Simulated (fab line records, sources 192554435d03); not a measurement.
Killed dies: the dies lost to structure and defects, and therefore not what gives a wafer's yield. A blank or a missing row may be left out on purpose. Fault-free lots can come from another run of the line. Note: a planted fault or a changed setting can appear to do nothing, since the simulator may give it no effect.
Which of the tools did it? ; flow n5Finfet ; 22 lots, 66 wafers sampled, at 4 steps of a route of 1938

== WHAT THE GAUGES READ, wafer by wafer ==
N5_BEOL_M11_OVL_MEAS_29. Usual: for V10_OVL the level is 0.3 nm and the standard deviation is 0.64.
lot;measured;on;V10_OVL (nm);flag
L074;day 10 04:39;overlay-02;0.5 1.1 0.5;
L075;day 10 17:29;overlay-01;0.2 -0.9 -1.1;
L076;day 11 02:43;overlay-01;0.1 0.1 -0.7;
L077;day 11 02:29;overlay-01;-0.7 0.7 0.6;
L078;day 11 02:40;overlay-01;0.2 0.3 -0.6;
L079;day 11 08:55;overlay-02;0.8 0.0 0.1;
L080;day 11 18:08;overlay-01;-0.2 -0.1 -0.6;
L081;day 12 10:19;overlay-02;0.1 0.7 0.4;
L083;day 12 10:29;overlay-02;0.4 0.3 0.3;
L084;day 12 10:38;overlay-01;0.7 0.4 0.9;
L088;day 13 13:32;overlay-02;0.2 -0.3 0.4;
L087;day 13 13:42;overlay-02;0.5 1.5 -0.4;
L086;day 13 13:52;overlay-02;0.4 -0.2 1.8;
L090;day 14 10:44;overlay-01;0.0 -0.2 0.0;
L089;day 14 10:55;overlay-01;0.6 0.9 0.9;
L091;day 14 15:56;overlay-02;-0.3 0.8 0.5;
L093;day 14 19:56;overlay-02;0.1 -0.3 1.0;
L092;day 15 02:56;overlay-01;0.6 1.0 0.0;
L094;day 15 05:47;overlay-01;0.8 0.5 1.6;
L095;day 15 12:17;overlay-01;1.0 -1.3 0.8;
L097;day 16 00:27;overlay-01;-0.8 -0.2 0.1;
L096;day 16 08:53;overlay-01;-0.2 -0.5 -0.6;

== EACH LOT AND THE TOOL THAT RAN IT (in order: tool; ch and the chambers of the sampled wafers; start) ==
lot;N5_BEOL_M10_DESCUM_33;N5_BEOL_M11_HM_DEP_02;N5_BEOL_M11_DESCUM_16
L074;rieDiel-04 ch 0,1, day 9 20:30;pvdSputter-03, day 10 02:50;rieDiel-03 ch 0,1, day 10 03:36
L075;rieDiel-02 ch 0,1,3, day 10 10:13;pvdSputter-01, day 10 15:17;rieDiel-05 ch 0,1, day 10 15:49
L076;rieDiel-01 ch 0,1, day 10 17:32;pvdSputter-03, day 10 23:07;rieDiel-05 ch 2,3, day 10 23:42
L077;rieDiel-04 ch 0,2,3, day 10 17:35;pvdSputter-03, day 10 23:29;rieDiel-03 ch 0,1,2, day 10 23:57
L078;rieDiel-01 ch 0,2,3, day 10 18:01;pvdSputter-03, day 10 23:35;rieDiel-06 ch 1,2, day 11 00:03
L079;rieDiel-01 ch 0,1,3, day 11 02:44;pvdSputter-02, day 11 07:26;rieDiel-05 ch 0,1,2, day 11 08:09
L080;rieDiel-02 ch 1,2,3, day 11 09:29;pvdSputter-03, day 11 15:41;rieDiel-06 ch 0,1,3, day 11 16:09
L081;rieDiel-04 ch 0,1,3, day 12 02:03;pvdSputter-03, day 12 07:43;rieDiel-06 ch 1,3, day 12 08:18
L083;rieDiel-01 ch 1,2,3, day 12 02:36;pvdSputter-03, day 12 07:49;rieDiel-03 ch 0,2,3, day 12 08:28
L084;rieDiel-02 ch 0,2,3, day 12 04:06;pvdSputter-03, day 12 08:51;rieDiel-03 ch 0,2,3, day 12 09:19
L088;rieDiel-04 ch 0,1,2, day 13 04:44;pvdSputter-03, day 13 10:44;rieDiel-03 ch 0,1,2, day 13 11:19
L087;rieDiel-04 ch 0,3, day 13 05:11;pvdSputter-03, day 13 11:04;rieDiel-06 ch 2,3, day 13 11:44
L086;rieDiel-01 ch 0,1,3, day 13 05:28;pvdSputter-03, day 13 10:58;rieDiel-03 ch 0,1,3, day 13 11:34
L090;rieDiel-04 ch 0,1, day 14 01:44;pvdSputter-02, day 14 07:49;rieDiel-05 ch 0,1,3, day 14 08:39
L089;rieDiel-01 ch 0,2,3, day 14 01:55;pvdSputter-02, day 14 08:07;rieDiel-06 ch 2,3, day 14 08:42
L091;rieDiel-04 ch 0,1,3, day 14 07:32;pvdSputter-01, day 14 14:17;rieDiel-06 ch 0,1,3, day 14 14:53
L093;rieDiel-02 ch 0,1,3, day 14 13:43;pvdSputter-03, day 14 17:46;rieDiel-03 ch 0,2,3, day 14 18:22
L092;rieDiel-01 ch 0,3, day 14 19:54;pvdSputter-01, day 15 01:28;rieDiel-06 ch 0,2,3, day 15 02:03
L094;rieDiel-04 ch 1,2,3, day 14 23:02;pvdSputter-02, day 15 04:05;rieDiel-03 ch 0,2,3, day 15 04:40
L095;rieDiel-01 ch 0,1, day 15 04:39;pvdSputter-01, day 15 09:05;rieDiel-05 ch 0,2, day 15 09:35
L097;rieDiel-02 ch 0,3, day 15 12:23;pvdSputter-02, day 15 21:49;rieDiel-05 ch 0,2, day 15 22:17
L096;rieDiel-02 ch 0,3, day 16 00:31;pvdSputter-02, day 16 05:57;rieDiel-05 ch 0,1, day 16 06:43
- N5_BEOL_M10_DESCUM_33: chemistry O2, time 7.9 s.
- N5_BEOL_M11_HM_DEP_02: deposits TiN, target thk 20 nm.
- N5_BEOL_M11_DESCUM_16: chemistry O2, time 7.9 s.

== WHAT THE TOOLS THEMSELVES READ (means of the sampled wafers that have a number; where no wafer has one, the mark that the record gives instead) ==
N5_BEOL_M10_DESCUM_33. Usual: drypumpMotorCurrentA 5.5 A, standard deviation 0.44; o2FlowSccm 225.0 sccm, standard deviation 0.63; oesProductAu 0.81 a.u., standard deviation 0.08; rfVppV 243.2 V, standard deviation 1.4; showerheadPlenumPTorr 2.10 Torr, standard deviation 0.065; throttleValvePct 20.57 %, standard deviation 0.26.
lot;tool;drypumpMotorCurrentA (A);o2FlowSccm (sccm);oesProductAu (a.u.);rfVppV (V);showerheadPlenumPTorr (Torr);throttleValvePct (%);flag
L074;rieDiel-04;5.0;225.7;0.75;242.3;2.08;20.61;
L075;rieDiel-02;5.3;225.1;0.78;242.5;2.07;20.49;
L076;rieDiel-01;6.0;225.4;0.82;242.7;2.05;20.55;
L077;rieDiel-04;5.5;225.4;0.85;243.9;2.13;20.63;
L078;rieDiel-01;5.9;224.8;0.87;244.7;2.18;20.40;
L079;rieDiel-01;6.1;225.0;0.82;243.2;2.11;20.62;
L080;rieDiel-02;5.1;224.9;0.77;242.6;2.04;20.53;
L081;rieDiel-04;5.2;225.0;0.87;243.2;2.09;20.50;
L083;rieDiel-01;6.0;224.9;0.79;243.6;2.14;20.57;
L084;rieDiel-02;5.2;225.3;0.71;242.0;2.05;20.72;
L088;rieDiel-04;5.3;225.2;0.87;243.4;2.10;20.54;
L087;rieDiel-04;5.5;224.3;0.82;243.3;2.11;20.60;
L086;rieDiel-01;6.1;225.6;0.80;243.9;2.11;20.66;
L090;rieDiel-04;5.0;225.1;0.89;243.4;2.06;20.39;
L089;rieDiel-01;5.9;224.6;0.83;245.3;2.17;20.45;
L091;rieDiel-04;5.2;224.7;0.83;243.7;2.09;20.52;
L093;rieDiel-02;5.3;225.4;0.75;242.7;2.06;20.56;
L092;rieDiel-01;6.0;225.5;0.84;244.1;2.14;20.52;
L094;rieDiel-04;5.3;224.6;0.83;242.7;2.09;20.58;
L095;rieDiel-01;6.0;225.6;0.77;242.6;2.04;20.61;
L097;rieDiel-02;5.2;225.1;0.70;242.8;2.08;20.69;
L096;rieDiel-02;5.2;225.3;0.69;243.2;2.08;20.69;

N5_BEOL_M11_HM_DEP_02. Usual: throttleValvePct reads 29.5 % (standard deviation 0.71).
lot;tool;throttleValvePct (%);flag
L074;pvdSputter-03;29.3;
L075;pvdSputter-01;29.9;
L076;pvdSputter-03;29.5;
L077;pvdSputter-03;29.5;
L078;pvdSputter-03;29.7;
L079;pvdSputter-02;29.6;
L080;pvdSputter-03;29.7;
L081;pvdSputter-03;29.8;
L083;pvdSputter-03;29.3;
L084;pvdSputter-03;29.5;
L088;pvdSputter-03;29.5;
L087;pvdSputter-03;29.2;
L086;pvdSputter-03;29.6;
L090;pvdSputter-02;29.5;
L089;pvdSputter-02;29.6;
L091;pvdSputter-01;28.7;
L093;pvdSputter-03;29.5;
L092;pvdSputter-01;28.2;
L094;pvdSputter-02;29.5;
L095;pvdSputter-01;29.5;
L097;pvdSputter-02;29.2;
L096;pvdSputter-02;29.5;

N5_BEOL_M11_DESCUM_16. Usual: drypumpMotorCurrentA 5.5 A, standard deviation 0.48; o2FlowSccm 224.9 sccm, standard deviation 0.72; oesProductAu 0.79 a.u., standard deviation 0.086; rfVppV 243.2 V, standard deviation 1.3; showerheadPlenumPTorr 2.10 Torr, standard deviation 0.067; throttleValvePct 20.43 %, standard deviation 0.23.
lot;tool;drypumpMotorCurrentA (A);o2FlowSccm (sccm);oesProductAu (a.u.);rfVppV (V);showerheadPlenumPTorr (Torr);throttleValvePct (%);flag
L074;rieDiel-03;5.2;224.8;0.70;244.2;2.15;20.41;
L075;rieDiel-05;5.5;224.7;0.87;244.6;2.18;20.34;
L076;rieDiel-05;5.8;225.6;0.91;243.7;2.09;20.41;
L077;rieDiel-03;5.1;224.7;0.77;242.9;2.12;20.26;
L078;rieDiel-06;5.6;224.8;0.77;242.4;2.04;20.71;
L079;rieDiel-05;5.6;225.4;0.88;243.2;2.12;20.34;
L080;rieDiel-06;5.9;225.2;0.81;243.4;2.08;20.47;
L081;rieDiel-06;5.8;225.5;0.83;243.1;2.11;20.42;
L083;rieDiel-03;5.1;224.2;0.79;243.8;2.10;20.24;
L084;rieDiel-03;5.1;224.9;0.79;242.4;2.10;20.23;
L088;rieDiel-03;5.1;225.0;0.74;243.7;2.11;20.29;
L087;rieDiel-06;6.4;224.3;0.79;243.2;2.07;20.42;
L086;rieDiel-03;5.2;225.1;0.72;243.7;2.13;20.42;
L090;rieDiel-05;5.4;224.9;0.76;243.9;2.15;20.39;
L089;rieDiel-06;6.4;224.3;0.78;243.6;2.07;20.44;
L091;rieDiel-06;5.9;225.3;0.79;243.0;2.07;20.51;
L093;rieDiel-03;5.1;225.3;0.77;243.3;2.10;20.25;
L092;rieDiel-06;6.0;225.1;0.76;242.5;2.03;20.61;
L094;rieDiel-03;5.1;224.3;0.77;243.0;2.09;20.27;
L095;rieDiel-05;5.8;224.8;0.83;242.0;2.05;20.38;
L097;rieDiel-05;5.5;225.7;0.78;241.6;2.05;20.29;
L096;rieDiel-05;5.5;225.6;0.81;243.9;2.16;20.41;

== THE ANSWER, worked out from the rows above alone ==
Rule: a lot is off if the mean of its wafers that have a number lies more than 3 standard deviations from the usual mean. Also off: a lot with no number at a reading for which 4 or more lots have one. All remaining lots with rows at the step are treated as sound. After the gauges, taken in route order, come the tools' own readings; for these a lot's mean is taken, as printed above. The first step at which some lot is off is used, and at that step the reading that is off furthest; a lot without a number counts as furthest.
No lot is off on any of the readings shown, so nothing can be concluded from this.

== WHAT WAS PUT IN BY THE SIMULATOR ==
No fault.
